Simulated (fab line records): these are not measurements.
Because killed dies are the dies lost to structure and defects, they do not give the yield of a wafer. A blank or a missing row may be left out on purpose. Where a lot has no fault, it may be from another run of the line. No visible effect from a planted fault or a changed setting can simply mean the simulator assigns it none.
Chamber matching -- flow nandHarc -- NHARC_P_M0_STRIP_18 on rieDiel-13: 4 sister chambers
The step strips in N2/H2. 8 wafers are shown with their chamber, then 8 later ones without.

## WAFERS WITH THEIR CHAMBER
wafer,chamber,showerheadPlenumPTorr (Torr),drypumpMotorCurrentA (A)
L956.1,1,2.04,5.52
L957.4,1,2.04,5.57
L958.1,0,2.04,5.50
L958.6,3,2.19,5.78
L964.1,2,1.97,6.04
L964.4,0,2.04,5.44
L964.6,2,1.97,6.06
L970.1,3,2.18,5.77

## WAFERS WITHOUT THEIR CHAMBER
wafer,showerheadPlenumPTorr (Torr),drypumpMotorCurrentA (A)
L970.3,2.03,5.56
L970.4,1.97,5.95
L972.2,2.18,5.79
L972.3,2.03,5.49
L972.4,2.03,5.46
L973.3,2.03,5.50
L973.5,2.18,5.81
L973.6,2.03,5.50

## CHAMBER TAKEN BY EACH
wafer,from the rows above,in truth
L970.3,can't be placed: 1 or 0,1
L970.4,2,2
L972.2,3,3
L972.3,can't be placed: 0 or 1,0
L972.4,can't be placed: 0 or 1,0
L973.3,can't be placed: 0 or 1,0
L973.5,3,3
L973.6,can't be placed: 0 or 1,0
3 of 8 placed correctly. These rows do not allow placing 5 (true chamber among the candidates in 5). Wrongly placed: 0.
How it was worked out, from the rows above alone: a wafer's distance from a chamber is the root of the sum, over the readings, of the square of ((its reading less the chamber's mean) divided by the reading's scatter). The wafer belongs to the nearest chamber; if the next one is less than 2 further off, it can't be placed. A chamber's mean is the mean of its shown wafers. The scatter: take each reading less its chamber's mean, square it, sum over the shown wafers, divide by the number of wafers less the number of chambers, and take the root.
